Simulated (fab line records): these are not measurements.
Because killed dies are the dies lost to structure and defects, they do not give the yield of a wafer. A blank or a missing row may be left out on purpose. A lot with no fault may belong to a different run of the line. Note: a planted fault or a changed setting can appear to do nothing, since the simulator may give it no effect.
Which tool did it? || flow nand harc || 24 lots with 72 wafers sampled at 6 steps, on a route of 1159 steps

== WHAT EACH GAUGE READ, for each wafer ==
NHARC_P_M0_CD_MEAS_16.
{"lot": "L075", "measured": "day 6 08:22", "on": "cd sem-01", "cd nm (nm)": "89.6 89.2 88.5"}
{"lot": "L074", "measured": "day 6 10:24", "on": "cd sem-03", "cd nm (nm)": "90.8 90.4 91.4"}
{"lot": "L076", "measured": "day 6 17:37", "on": "cd sem-03", "cd nm (nm)": "90.4 90.2 91.0"}
{"lot": "L078", "measured": "day 6 21:10", "on": "cd sem-03", "cd nm (nm)": "90.4 89.0 90.0"}
{"lot": "L077", "measured": "day 6 21:43", "on": "cd sem-01", "cd nm (nm)": "89.6 88.2 87.8"}
{"lot": "L079", "measured": "day 7 01:32", "on": "cd sem-01", "cd nm (nm)": "90.5 91.2 90.5"}
{"lot": "L080", "measured": "day 7 06:34", "on": "cd sem-03", "cd nm (nm)": "88.7 90.0 91.3"}
{"lot": "L081", "measured": "day 7 15:23", "on": "cd sem-03", "cd nm (nm)": "91.2 90.8 88.8"}
{"lot": "L082", "measured": "day 8 02:23", "on": "cd sem-01", "cd nm (nm)": "90.1 90.7 90.0"}
{"lot": "L083", "measured": "day 8 05:30", "on": "cd sem-03", "cd nm (nm)": "89.5 89.8 89.0"}
{"lot": "L084", "measured": "day 8 08:47", "on": "cd sem-01", "cd nm (nm)": "90.8 90.5 91.9"}
{"lot": "L088", "measured": "day 8 21:36", "on": "cd sem-01", "cd nm (nm)": "90.1 90.1 89.7"}
{"lot": "L087", "measured": "day 9 02:56", "on": "cd sem-01", "cd nm (nm)": "89.4 89.7 91.2"}
{"lot": "L086", "measured": "day 9 03:36", "on": "cd sem-02", "cd nm (nm)": "91.0 89.7 90.4"}
{"lot": "L085", "measured": "day 9 05:01", "on": "cd sem-01", "cd nm (nm)": "88.8 87.9 88.2"}
{"lot": "L089", "measured": "day 9 14:26", "on": "cd sem-01", "cd nm (nm)": "89.8 88.6 91.7"}
{"lot": "L090", "measured": "day 9 22:37", "on": "cd sem-01", "cd nm (nm)": "89.2 90.2 89.9"}
{"lot": "L091", "measured": "day 9 22:56", "on": "cd sem-01", "cd nm (nm)": "91.3 88.8 90.0"}
{"lot": "L093", "measured": "day 10 13:44", "on": "cd sem-01", "cd nm (nm)": "91.7 90.8 91.0"}
{"lot": "L092", "measured": "day 10 18:48", "on": "cd sem-02", "cd nm (nm)": "92.2 92.2 89.3"}
{"lot": "L094", "measured": "day 10 19:17", "on": "cd sem-03", "cd nm (nm)": "89.9 89.3 90.2"}
{"lot": "L096", "measured": "day 11 03:03", "on": "cd sem-03", "cd nm (nm)": "90.7 91.6 90.5"}
{"lot": "L095", "measured": "day 11 03:31", "on": "cd sem-02", "cd nm (nm)": "91.0 90.6 91.7"}
{"lot": "L097", "measured": "day 11 11:17", "on": "cd sem-01", "cd nm (nm)": "89.6 90.7 89.3"}

NHARC_P_BONDPAD_CD_MEAS_09: the cd target is 500 nm.
{"lot": "L075", "measured": "day 6 20:49", "on": "cd sem-03", "cd nm (nm)": "500.6 502.1 499.0"}
{"lot": "L074", "measured": "day 6 22:55", "on": "cd sem-02", "cd nm (nm)": "505.8 499.7 496.9"}
{"lot": "L076", "measured": "day 7 06:16", "on": "cd sem-01", "cd nm (nm)": "504.8 499.1 502.8"}
{"lot": "L078", "measured": "day 7 10:04", "on": "cd sem-02", "cd nm (nm)": "500.1 506.1 500.0"}
{"lot": "L077", "measured": "day 7 10:27", "on": "cd sem-02", "cd nm (nm)": "499.0 501.6 505.0"}
{"lot": "L079", "measured": "day 7 15:02", "on": "cd sem-01", "cd nm (nm)": "500.3 503.4 503.8"}
{"lot": "L080", "measured": "day 7 19:13", "on": "cd sem-01", "cd nm (nm)": "499.4 501.0 501.7"}
{"lot": "L081", "measured": "day 8 04:41", "on": "cd sem-01", "cd nm (nm)": "504.1 506.8 504.5"}
{"lot": "L082", "measured": "day 8 14:53", "on": "cd sem-02", "cd nm (nm)": "505.4 502.0 501.1"}
{"lot": "L083", "measured": "day 8 18:17", "on": "cd sem-02", "cd nm (nm)": "502.3 503.0 502.8"}
{"lot": "L084", "measured": "day 8 21:19", "on": "cd sem-02", "cd nm (nm)": "503.3 502.1 501.5"}
{"lot": "L088", "measured": "day 9 10:32", "on": "cd sem-02", "cd nm (nm)": "501.3 498.7 501.3"}
{"lot": "L087", "measured": "day 9 15:45", "on": "cd sem-01", "cd nm (nm)": "498.7 498.4 499.1"}
{"lot": "L086", "measured": "day 9 16:13", "on": "cd sem-01", "cd nm (nm)": "500.8 501.3 498.3"}
{"lot": "L085", "measured": "day 9 17:24", "on": "cd sem-03", "cd nm (nm)": "504.0 502.7 504.5"}
{"lot": "L089", "measured": "day 10 03:42", "on": "cd sem-01", "cd nm (nm)": "507.0 500.6 504.9"}
{"lot": "L090", "measured": "day 10 11:00", "on": "cd sem-03", "cd nm (nm)": "495.5 500.0 499.5"}
{"lot": "L091", "measured": "day 10 12:22", "on": "cd sem-03", "cd nm (nm)": "500.7 500.9 501.7"}
{"lot": "L093", "measured": "day 11 02:30", "on": "cd sem-03", "cd nm (nm)": "500.4 497.9 501.6"}
{"lot": "L092", "measured": "day 11 07:25", "on": "cd sem-03", "cd nm (nm)": "504.4 502.2 502.1"}
{"lot": "L094", "measured": "day 11 08:14", "on": "cd sem-02", "cd nm (nm)": "500.3 498.5 500.4"}
{"lot": "L096", "measured": "day 11 16:33", "on": "cd sem-02", "cd nm (nm)": "505.3 501.6 500.9"}
{"lot": "L095", "measured": "day 11 16:38", "on": "cd sem-02", "cd nm (nm)": "498.7 498.2 497.3"}
{"lot": "L097", "measured": "day 11 23:22", "on": "cd sem-01", "cd nm (nm)": "500.8 499.1 500.1"}

== TOOL THAT RAN EACH LOT (tool first, then ch and the chambers of the sampled wafers, then the start) ==
{"lot": "L075", "NHARC_P_M1_PRE_CLEAN_30": "pvd sputter-02, day 6 14:17 or earlier", "NHARC_P_M1_CMP_23": "cmp-03 ch 2,3, day 6 14:17", "NHARC_P_M1_DEP_33": "pecvd-02 ch 0,2, day 6 14:55", "NHARC_P_M2_PRE_CLEAN_30": "pvd sputter-01, day 6 20:49 or earlier"}
{"lot": "L074", "NHARC_P_M1_PRE_CLEAN_30": "pvd sputter-01, day 6 16:29 or earlier", "NHARC_P_M1_CMP_23": "cmp-01 ch 0,2, day 6 16:29", "NHARC_P_M1_DEP_33": "pecvd-01 ch 0,1,2, day 6 17:04", "NHARC_P_M2_PRE_CLEAN_30": "pvd sputter-01, day 6 22:55 or earlier"}
{"lot": "L076", "NHARC_P_M1_PRE_CLEAN_30": "pvd sputter-03, day 6 23:47 or earlier", "NHARC_P_M1_CMP_23": "cmp-03 ch 0,1,2, day 6 23:47", "NHARC_P_M1_DEP_33": "pecvd-02 ch 0,1,2, day 7 00:26", "NHARC_P_M2_PRE_CLEAN_30": "pvd sputter-01, day 7 06:16 or earlier"}
{"lot": "L078", "NHARC_P_M1_PRE_CLEAN_30": "pvd sputter-02, day 7 02:57 or earlier", "NHARC_P_M1_CMP_23": "cmp-04 ch 0,2, day 7 02:57", "NHARC_P_M1_DEP_33": "pecvd-01 ch 1,2, day 7 03:37", "NHARC_P_M2_PRE_CLEAN_30": "pvd sputter-01, day 7 10:04 or earlier"}
{"lot": "L077", "NHARC_P_M1_PRE_CLEAN_30": "pvd sputter-02, day 7 03:40 or earlier", "NHARC_P_M1_CMP_23": "cmp-03 ch 0,1, day 7 03:40", "NHARC_P_M1_DEP_33": "pecvd-02 ch 0,2, day 7 04:20", "NHARC_P_M2_PRE_CLEAN_30": "pvd sputter-03, day 7 10:27 or earlier"}
{"lot": "L079", "NHARC_P_M1_PRE_CLEAN_30": "pvd sputter-01, day 7 08:02 or earlier", "NHARC_P_M1_CMP_23": "cmp-01 ch 0,2,3, day 7 08:02", "NHARC_P_M1_DEP_33": "pecvd-01 ch 0,1,2, day 7 08:42", "NHARC_P_M2_PRE_CLEAN_30": "pvd sputter-01, day 7 15:02 or earlier"}
{"lot": "L080", "NHARC_P_M1_PRE_CLEAN_30": "pvd sputter-03, day 7 12:38 or earlier", "NHARC_P_M1_CMP_23": "cmp-04 ch 0,1, day 7 12:38", "NHARC_P_M1_DEP_33": "pecvd-01 ch 0,1,2, day 7 13:27", "NHARC_P_M2_PRE_CLEAN_30": "pvd sputter-03, day 7 19:13 or earlier"}
{"lot": "L081", "NHARC_P_M1_PRE_CLEAN_30": "pvd sputter-02, day 7 21:54 or earlier", "NHARC_P_M1_CMP_23": "cmp-03 ch 0,1,2, day 7 21:54", "NHARC_P_M1_DEP_33": "pecvd-02 ch 0,1, day 7 22:28", "NHARC_P_M2_PRE_CLEAN_30": "pvd sputter-03, day 8 04:41 or earlier"}
{"lot": "L082", "NHARC_P_M1_PRE_CLEAN_30": "pvd sputter-02, day 8 08:17 or earlier", "NHARC_P_M1_CMP_23": "cmp-03 ch 0,1,2, day 8 08:17", "NHARC_P_M1_DEP_33": "pecvd-02 ch 0,1, day 8 08:56", "NHARC_P_M2_PRE_CLEAN_30": "pvd sputter-02, day 8 14:53 or earlier"}
{"lot": "L083", "NHARC_P_M1_PRE_CLEAN_30": "pvd sputter-02, day 8 11:21 or earlier", "NHARC_P_M1_CMP_23": "cmp-03 ch 0,2, day 8 11:21", "NHARC_P_M1_DEP_33": "pecvd-02 ch 0,1,2, day 8 12:02", "NHARC_P_M2_PRE_CLEAN_30": "pvd sputter-03, day 8 18:17 or earlier"}
{"lot": "L084", "NHARC_P_M1_PRE_CLEAN_30": "pvd sputter-01, day 8 14:52 or earlier", "NHARC_P_M1_CMP_23": "cmp-04 ch 1,2, day 8 14:52", "NHARC_P_M1_DEP_33": "pecvd-04 ch 0,1,2, day 8 15:32", "NHARC_P_M2_PRE_CLEAN_30": "pvd sputter-01, day 8 21:19 or earlier"}
{"lot": "L088", "NHARC_P_M1_PRE_CLEAN_30": "pvd sputter-02, day 9 03:24 or earlier", "NHARC_P_M1_CMP_23": "cmp-01 ch 0,1, day 9 03:24", "NHARC_P_M1_DEP_33": "pecvd-01 ch 1,2, day 9 04:08", "NHARC_P_M2_PRE_CLEAN_30": "pvd sputter-02, day 9 10:32 or earlier"}
{"lot": "L087", "NHARC_P_M1_PRE_CLEAN_30": "pvd sputter-03, day 9 08:57 or earlier", "NHARC_P_M1_CMP_23": "cmp-04 ch 1,3, day 9 08:57", "NHARC_P_M1_DEP_33": "pecvd-01 ch 1,2, day 9 09:50", "NHARC_P_M2_PRE_CLEAN_30": "pvd sputter-02, day 9 15:45 or earlier"}
{"lot": "L086", "NHARC_P_M1_PRE_CLEAN_30": "pvd sputter-02, day 9 09:34 or earlier", "NHARC_P_M1_CMP_23": "cmp-03 ch 0,2,3, day 9 09:34", "NHARC_P_M1_DEP_33": "pecvd-02 ch 1,2, day 9 10:09", "NHARC_P_M2_PRE_CLEAN_30": "pvd sputter-03, day 9 16:13 or earlier"}
{"lot": "L085", "NHARC_P_M1_PRE_CLEAN_30": "pvd sputter-03, day 9 10:52 or earlier", "NHARC_P_M1_CMP_23": "cmp-03 ch 0,1, day 9 10:52", "NHARC_P_M1_DEP_33": "pecvd-01 ch 0,1, day 9 11:29", "NHARC_P_M2_PRE_CLEAN_30": "pvd sputter-03, day 9 17:24 or earlier"}
{"lot": "L089", "NHARC_P_M1_PRE_CLEAN_30": "pvd sputter-03, day 9 20:56 or earlier", "NHARC_P_M1_CMP_23": "cmp-03 ch 0,1,3, day 9 20:56", "NHARC_P_M1_DEP_33": "pecvd-02 ch 0,1, day 9 21:38", "NHARC_P_M2_PRE_CLEAN_30": "pvd sputter-01, day 10 03:42 or earlier"}
{"lot": "L090", "NHARC_P_M1_PRE_CLEAN_30": "pvd sputter-03, day 10 04:40 or earlier", "NHARC_P_M1_CMP_23": "cmp-01 ch 0,1,2, day 10 04:40", "NHARC_P_M1_DEP_33": "pecvd-04 ch 0,2, day 10 05:17", "NHARC_P_M2_PRE_CLEAN_30": "pvd sputter-03, day 10 11:00 or earlier"}
{"lot": "L091", "NHARC_P_M1_PRE_CLEAN_30": "pvd sputter-03, day 10 05:53 or earlier", "NHARC_P_M1_CMP_23": "cmp-01 ch 0,2, day 10 05:53", "NHARC_P_M1_DEP_33": "pecvd-01 ch 0,1, day 10 06:28", "NHARC_P_M2_PRE_CLEAN_30": "pvd sputter-02, day 10 12:22 or earlier"}
{"lot": "L093", "NHARC_P_M1_PRE_CLEAN_30": "pvd sputter-01, day 10 20:09 or earlier", "NHARC_P_M1_CMP_23": "cmp-01 ch 0,2,3, day 10 20:09", "NHARC_P_M1_DEP_33": "pecvd-01 ch 0,1,2, day 10 20:44", "NHARC_P_M2_PRE_CLEAN_30": "pvd sputter-02, day 11 02:30 or earlier"}
{"lot": "L092", "NHARC_P_M1_PRE_CLEAN_30": "pvd sputter-03, day 11 00:40 or earlier", "NHARC_P_M1_CMP_23": "cmp-04 ch 0,3, day 11 00:40", "NHARC_P_M1_DEP_33": "pecvd-04 ch 0,2, day 11 01:15", "NHARC_P_M2_PRE_CLEAN_30": "pvd sputter-01, day 11 07:25 or earlier"}
{"lot": "L094", "NHARC_P_M1_PRE_CLEAN_30": "pvd sputter-03, day 11 01:14 or earlier", "NHARC_P_M1_CMP_23": "cmp-03 ch 2,3, day 11 01:14", "NHARC_P_M1_DEP_33": "pecvd-04 ch 0,2, day 11 02:00", "NHARC_P_M2_PRE_CLEAN_30": "pvd sputter-02, day 11 08:14 or earlier"}
{"lot": "L096", "NHARC_P_M1_PRE_CLEAN_30": "pvd sputter-02, day 11 09:47 or earlier", "NHARC_P_M1_CMP_23": "cmp-01 ch 1,2, day 11 09:47", "NHARC_P_M1_DEP_33": "pecvd-02 ch 0,2, day 11 10:29", "NHARC_P_M2_PRE_CLEAN_30": "pvd sputter-03, day 11 16:33 or earlier"}
{"lot": "L095", "NHARC_P_M1_PRE_CLEAN_30": "pvd sputter-03, day 11 10:04 or earlier", "NHARC_P_M1_CMP_23": "cmp-04 ch 0,1,2, day 11 10:04", "NHARC_P_M1_DEP_33": "pecvd-01 ch 0,1,2, day 11 10:44", "NHARC_P_M2_PRE_CLEAN_30": "pvd sputter-02, day 11 16:38 or earlier"}
{"lot": "L097", "NHARC_P_M1_PRE_CLEAN_30": "pvd sputter-03, day 11 17:07 or earlier", "NHARC_P_M1_CMP_23": "cmp-01 ch 0,1,3, day 11 17:07", "NHARC_P_M1_DEP_33": "pecvd-01 ch 0,1, day 11 17:43", "NHARC_P_M2_PRE_CLEAN_30": "pvd sputter-03, day 11 23:22 or earlier"}
- NHARC_P_M1_PRE_CLEAN_30: time 30 s.
- NHARC_P_M1_CMP_23: polishes, t overpolish 20 s, target thk 157.82 nm.
- NHARC_P_M1_DEP_33: deposits SiCN, target thk 30 nm.
- NHARC_P_M2_PRE_CLEAN_30: time 30 s.

== AS READ BY THE TOOLS THEMSELVES (means over the sampled wafers that have a number; for cases with no such wafer, the mark the record gives instead) ==
NHARC_P_M1_PRE_CLEAN_30.
{"lot": "L075", "tool": "pvd sputter-02", "heater power w (W)": 393}
{"lot": "L074", "tool": "pvd sputter-01", "heater power w (W)": 342}
{"lot": "L076", "tool": "pvd sputter-03", "heater power w (W)": 384}
{"lot": "L078", "tool": "pvd sputter-02", "heater power w (W)": 375}
{"lot": "L077", "tool": "pvd sputter-02", "heater power w (W)": 377}
{"lot": "L079", "tool": "pvd sputter-01", "heater power w (W)": 391}
{"lot": "L080", "tool": "pvd sputter-03", "heater power w (W)": 379}
{"lot": "L081", "tool": "pvd sputter-02", "heater power w (W)": 363}
{"lot": "L082", "tool": "pvd sputter-02", "heater power w (W)": 372}
{"lot": "L083", "tool": "pvd sputter-02", "heater power w (W)": 367}
{"lot": "L084", "tool": "pvd sputter-01", "heater power w (W)": 352}
{"lot": "L088", "tool": "pvd sputter-02", "heater power w (W)": 402}
{"lot": "L087", "tool": "pvd sputter-03", "heater power w (W)": 388}
{"lot": "L086", "tool": "pvd sputter-02", "heater power w (W)": 377}
{"lot": "L085", "tool": "pvd sputter-03", "heater power w (W)": 387}
{"lot": "L089", "tool": "pvd sputter-03", "heater power w (W)": 405}
{"lot": "L090", "tool": "pvd sputter-03", "heater power w (W)": 387}
{"lot": "L091", "tool": "pvd sputter-03", "heater power w (W)": 387}
{"lot": "L093", "tool": "pvd sputter-01", "heater power w (W)": 343}
{"lot": "L092", "tool": "pvd sputter-03", "heater power w (W)": 395}
{"lot": "L094", "tool": "pvd sputter-03", "heater power w (W)": 377}
{"lot": "L096", "tool": "pvd sputter-02", "heater power w (W)": 378}
{"lot": "L095", "tool": "pvd sputter-03", "heater power w (W)": 372}
{"lot": "L097", "tool": "pvd sputter-03", "heater power w (W)": 379}

NHARC_P_M1_CMP_23.
{"lot": "L075", "tool": "cmp-03", "motor current A (A)": 13.2, "time to endpoint s (s)": 28}
{"lot": "L074", "tool": "cmp-01", "motor current A (A)": 11.7, "time to endpoint s (s)": 30}
{"lot": "L076", "tool": "cmp-03", "motor current A (A)": 11.5, "time to endpoint s (s)": 29}
{"lot": "L078", "tool": "cmp-04", "motor current A (A)": 13.5, "time to endpoint s (s)": 28}
{"lot": "L077", "tool": "cmp-03", "motor current A (A)": 11.2, "time to endpoint s (s)": 29}
{"lot": "L079", "tool": "cmp-01", "motor current A (A)": 11.2, "time to endpoint s (s)": 29}
{"lot": "L080", "tool": "cmp-04", "motor current A (A)": 13.1, "time to endpoint s (s)": 33}
{"lot": "L081", "tool": "cmp-03", "motor current A (A)": 11.5, "time to endpoint s (s)": 26}
{"lot": "L082", "tool": "cmp-03", "motor current A (A)": 11.5, "time to endpoint s (s)": 27}
{"lot": "L083", "tool": "cmp-03", "motor current A (A)": 12.1, "time to endpoint s (s)": 26}
{"lot": "L084", "tool": "cmp-04", "motor current A (A)": 13.1, "time to endpoint s (s)": 28}
{"lot": "L088", "tool": "cmp-01", "motor current A (A)": 12.1, "time to endpoint s (s)": 30}
{"lot": "L087", "tool": "cmp-04", "motor current A (A)": 11.0, "time to endpoint s (s)": 36}
{"lot": "L086", "tool": "cmp-03", "motor current A (A)": 12.7, "time to endpoint s (s)": 28}
{"lot": "L085", "tool": "cmp-03", "motor current A (A)": 10.9, "time to endpoint s (s)": 28}
{"lot": "L089", "tool": "cmp-03", "motor current A (A)": 12.2, "time to endpoint s (s)": 29}
{"lot": "L090", "tool": "cmp-01", "motor current A (A)": 11.7, "time to endpoint s (s)": 31}
{"lot": "L091", "tool": "cmp-01", "motor current A (A)": 11.4, "time to endpoint s (s)": 33}
{"lot": "L093", "tool": "cmp-01", "motor current A (A)": 11.4, "time to endpoint s (s)": 32}
{"lot": "L092", "tool": "cmp-04", "motor current A (A)": 11.9, "time to endpoint s (s)": 34}
{"lot": "L094", "tool": "cmp-03", "motor current A (A)": 13.4, "time to endpoint s (s)": 25}
{"lot": "L096", "tool": "cmp-01", "motor current A (A)": 10.7, "time to endpoint s (s)": 32}
{"lot": "L095", "tool": "cmp-04", "motor current A (A)": 12.7, "time to endpoint s (s)": 31}
{"lot": "L097", "tool": "cmp-01", "motor current A (A)": 11.7, "time to endpoint s (s)": 29}

NHARC_P_M1_DEP_33.
{"lot": "L075", "tool": "pecvd-02", "chamber pressure Torr (Torr)": 2.997, "heater power w (W)": 562}
{"lot": "L074", "tool": "pecvd-01", "chamber pressure Torr (Torr)": 2.998, "heater power w (W)": 568}
{"lot": "L076", "tool": "pecvd-02", "chamber pressure Torr (Torr)": 2.998, "heater power w (W)": 585}
{"lot": "L078", "tool": "pecvd-01", "chamber pressure Torr (Torr)": 3.007, "heater power w (W)": 562}
{"lot": "L077", "tool": "pecvd-02", "chamber pressure Torr (Torr)": 2.999, "heater power w (W)": 562}
{"lot": "L079", "tool": "pecvd-01", "chamber pressure Torr (Torr)": 3.004, "heater power w (W)": 575}
{"lot": "L080", "tool": "pecvd-01", "chamber pressure Torr (Torr)": 3.001, "heater power w (W)": 603}
{"lot": "L081", "tool": "pecvd-02", "chamber pressure Torr (Torr)": 3.006, "heater power w (W)": 627}
{"lot": "L082", "tool": "pecvd-02", "chamber pressure Torr (Torr)": 3.002, "heater power w (W)": 627}
{"lot": "L083", "tool": "pecvd-02", "chamber pressure Torr (Torr)": 3.004, "heater power w (W)": 631}
{"lot": "L084", "tool": "pecvd-04", "chamber pressure Torr (Torr)": 3.005, "heater power w (W)": 589}
{"lot": "L088", "tool": "pecvd-01", "chamber pressure Torr (Torr)": 2.999, "heater power w (W)": 498}
{"lot": "L087", "tool": "pecvd-01", "chamber pressure Torr (Torr)": 2.997, "heater power w (W)": 531}
{"lot": "L086", "tool": "pecvd-02", "chamber pressure Torr (Torr)": 3.003, "heater power w (W)": 618}
{"lot": "L085", "tool": "pecvd-01", "chamber pressure Torr (Torr)": 3.002, "heater power w (W)": 584}
{"lot": "L089", "tool": "pecvd-02", "chamber pressure Torr (Torr)": 3.007, "heater power w (W)": 664}
{"lot": "L090", "tool": "pecvd-04", "chamber pressure Torr (Torr)": 3.000, "heater power w (W)": 511}
{"lot": "L091", "tool": "pecvd-01", "chamber pressure Torr (Torr)": 3.004, "heater power w (W)": 589}
{"lot": "L093", "tool": "pecvd-01", "chamber pressure Torr (Torr)": 2.998, "heater power w (W)": 545}
{"lot": "L092", "tool": "pecvd-04", "chamber pressure Torr (Torr)": 3.010, "heater power w (W)": 486}
{"lot": "L094", "tool": "pecvd-04", "chamber pressure Torr (Torr)": 3.001, "heater power w (W)": 525}
{"lot": "L096", "tool": "pecvd-02", "chamber pressure Torr (Torr)": 3.001, "heater power w (W)": 531}
{"lot": "L095", "tool": "pecvd-01", "chamber pressure Torr (Torr)": 2.994, "heater power w (W)": 556}
{"lot": "L097", "tool": "pecvd-01", "chamber pressure Torr (Torr)": 2.997, "heater power w (W)": 541}

NHARC_P_M2_PRE_CLEAN_30.
{"lot": "L075", "tool": "pvd sputter-01", "heater power w (W)": 342}
{"lot": "L074", "tool": "pvd sputter-01", "heater power w (W)": 447}
{"lot": "L076", "tool": "pvd sputter-01", "heater power w (W)": 385}
{"lot": "L078", "tool": "pvd sputter-01", "heater power w (W)": 382}
{"lot": "L077", "tool": "pvd sputter-03", "heater power w (W)": 392}
{"lot": "L079", "tool": "pvd sputter-01", "heater power w (W)": 339}
{"lot": "L080", "tool": "pvd sputter-03", "heater power w (W)": 381}
{"lot": "L081", "tool": "pvd sputter-03", "heater power w (W)": 380}
{"lot": "L082", "tool": "pvd sputter-02", "heater power w (W)": 366}
{"lot": "L083", "tool": "pvd sputter-03", "heater power w (W)": 392}
{"lot": "L084", "tool": "pvd sputter-01", "heater power w (W)": 397}
{"lot": "L088", "tool": "pvd sputter-02", "heater power w (W)": 363}
{"lot": "L087", "tool": "pvd sputter-02", "heater power w (W)": 386}
{"lot": "L086", "tool": "pvd sputter-03", "heater power w (W)": 387}
{"lot": "L085", "tool": "pvd sputter-03", "heater power w (W)": 383}
{"lot": "L089", "tool": "pvd sputter-01", "heater power w (W)": 459}
{"lot": "L090", "tool": "pvd sputter-03", "heater power w (W)": 395}
{"lot": "L091", "tool": "pvd sputter-02", "heater power w (W)": 360}
{"lot": "L093", "tool": "pvd sputter-02", "heater power w (W)": 368}
{"lot": "L092", "tool": "pvd sputter-01", "heater power w (W)": 407}
{"lot": "L094", "tool": "pvd sputter-02", "heater power w (W)": 353}
{"lot": "L096", "tool": "pvd sputter-03", "heater power w (W)": 371}
{"lot": "L095", "tool": "pvd sputter-02", "heater power w (W)": 389}
{"lot": "L097", "tool": "pvd sputter-03", "heater power w (W)": 373}

== THE ANSWER, worked out from the rows above alone ==
Rule: the usual values come from the lots themselves. Put in order of their means at a reading, lots are off if they are a third of the lots or fewer, leave a main group of 4 or more, and stand apart from it by a gap of 3 or more times the standard deviation of the main group's means; of several such gaps the widest counts. The tables above print the reading to a certain number of digits; a main group whose means all agree to those digits is not used. Also off: a lot with no number at a reading for which 4 or more lots have one. Where the step has rows for the other lots, those lots are counted as sound. Order of review: gauges by route order, followed by the tools' own readings, for which a lot's mean as printed above is used. The first step at which some lot is off is used, and at that step the reading that is off furthest; a lot without a number counts as furthest.
Nothing can be told from this: no lot is off at any reading shown.

== WHAT THE SIMULATOR HAD INSERTED ==
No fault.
